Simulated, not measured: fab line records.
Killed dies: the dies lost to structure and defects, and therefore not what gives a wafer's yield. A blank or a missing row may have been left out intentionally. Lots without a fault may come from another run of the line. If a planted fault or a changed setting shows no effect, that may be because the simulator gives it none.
A lot that was struck, set against a sound lot ; flow n5-finfet ; 16 out of 1938 route steps
Sound: the wafers L646.1, L646.3, L646.6. Struck: wafer L658.4. (L658.1, L658.2 of the same lot were not struck and are left out.) The cause comes at the end.
Per side, at each step with rows, come the tool, then ch with its chambers, and then its first start. Under that, the readings that differ: sound wafers ; struck wafers ; difference of the means ; sigmas: that difference in standard deviations of wafers without a fault.
alike: readings whose means differ by less than 2 such deviations, and words and numbers that are the same on both sides. not compared: withheld readings, readings that some wafer has no value for, bounds like >300 that may hide the same value, and numbers for which the record gives no deviation and whose values overlap.
A row with sigmas, a row that says differs or no value, or rows on one side alone: a step with any of these is where the two part. Non-overlapping numbers with no deviation appear without sigmas and do not part them. A reading that every wafer of one side lacks parts them only if that side has two wafers or more.

first, 8 steps without rows for these wafers: N5_HKMG_FIN_COAT_41 (time 60 s, resist thk 300 nm); N5_HKMG_FIN_COAT_42 (time 60 s, resist thk 35 nm); N5_HKMG_FIN_COAT_43 (resist thk 90 nm); N5_HKMG_FIN_EBR_45; N5_HKMG_FIN_SOFTBAKE_44 (time 60 s); N5_HKMG_FIN_EXPOSE_46 (exposes mask NDIPOLE); N5_HKMG_FIN_PEB_47 (peb time 60 s); N5_HKMG_FIN_DEVELOP_48 (develop time 30 s).
N5_HKMG_FIN_CD_MEAS_49: the cd target is 202 nm.
  sound on cd-sem-01 ch 0, day 4 20:34; struck on cd-sem-01 ch 0, day 7 20:35
reading;sound;struck;difference;sigmas
cd-nm (nm);201.6 200.8 201.7;203.4;+2.0;+2
N5_HKMG_FIN_OVL_MEAS_50:
  sound on overlay-02 ch 0, day 4 20:36; struck on overlay-01 ch 0, day 7 20:37
reading;sound;struck;difference;sigmas
NDIPOLE_OVL (nm);-0.5 -2.1 -1.6;1.7;+3.1;+4
N5_HKMG_FIN_INSPECT_61: inspects for defects (macro).
  sound: defect-inspect-01 at day 4 20:37; struck: defect-inspect-02 at day 7 20:38
  alike: raw-defect-count
N5_HKMG_FIN_DESCUM_53: chemistry O2, time 7.9 s.
  sound on rie-diel-03 ch 1,3, day 4 20:40; struck on rie-diel-03 ch 2, day 7 20:53
reading;sound;struck;difference;sigmas
oes-product-au (a.u.);0.94 0.92 0.93;0.72;-0.21;-2
  alike: drypump-motor-current-A, rf-vpp-V, showerhead-plenum-p-Torr, throttle-valve-pct
  not compared: rf-hours-counter-h
N5_HKMG_FIN_ETCH_54: etches SiARC in CF4, target depth 45.5 nm, time 75.8 s.
  sound on rie-diel-03 ch 1,3, day 4 20:41; struck on rie-diel-03 ch 2, day 7 20:55
reading;sound;struck;difference;sigmas
etch-rf-on-time-s (s);76.3 77.8 76.0;58.8;-17.9;-7
  alike: cf4-flow-sccm, drypump-motor-current-A, oes-product-au, rf-vpp-V, showerhead-plenum-p-Torr, throttle-valve-pct
  not compared: rf-hours-counter-h
N5_HKMG_FIN_ETCH_55: etches SOC in N2/H2, target depth 240 nm, time 300 s.
  sound on rie-diel-03 ch 1,3, day 4 20:45; struck on rie-diel-03 ch 2, day 7 20:58
reading;sound;struck;difference;sigmas
oes-product-au (a.u.);0.93 0.89 0.93;0.71;-0.21;-2
  alike: drypump-motor-current-A, h2-flow-sccm, n2-flow-sccm, rf-vpp-V, showerhead-plenum-p-Torr, throttle-valve-pct
  not compared: rf-hours-counter-h
-- here the record skips 6 days between the struck wafers' starts before and after, leaving off in module HKMG_FIN and picking up in module BEOL_M4 (first step shown: number 1111 of the route) --
N5_BEOL_M4_RC_MEAS_101:
  sound on prober-01 ch 0, day 8 14:51; struck on prober-01 ch 0, day 13 14:22
reading;sound;struck;difference;sigmas
DIBL_N (mV/V);37.0 39.5 35.5;32.7;-4.6;-2
DIBL_P (mV/V);39.3 42.1 37.8;32.0;-7.7;-4
IOFF_N (nA/um);0.19 0.25 0.18;0.10;-0.11;-3
IOFF_P (nA/um);0.24 0.29 0.22;0.13;-0.12;-3
ION_N (uA/um);691 700 704;670;-28;-2
SS_P (mV/dec);75.0 74.8 73.7;72.2;-2.3;-3
VT_N (mV);243 242 244;256;+13;+4
VT_P (mV);-250 -249 -250;-259;-9;-3
  alike: ION_P, SS_N
-- a jump in the record: the struck wafers' starts before and after are 5 days apart (it breaks off in module BEOL_M4 and resumes in module PASSIVATION, where the first step shown is number 1936 of the route) --
N5_PASSIVATION_PROBE_49:
  sound: prober-02 at day 11 20:46; struck: prober-02 at day 18 17:13
reading;sound;struck;difference;sigmas
killed_at_M4_up;20 15 21;5;-14;-3
  alike: defect-limited-yield, killed_at_M0_to_M3, killed-at-contacts, killed-at-front-end, killed-at-other, killed-dies, killed-open, killed-short, sort_bin_5_function, sort_bin_6_memory, sort-n-pass, sort-yield-pct

== WHERE THEY PART ==
Last at N5_PASSIVATION_PROBE_49 as far as this record goes, first at N5_HKMG_FIN_CD_MEAS_49.

WHY: what had been put in by the simulator
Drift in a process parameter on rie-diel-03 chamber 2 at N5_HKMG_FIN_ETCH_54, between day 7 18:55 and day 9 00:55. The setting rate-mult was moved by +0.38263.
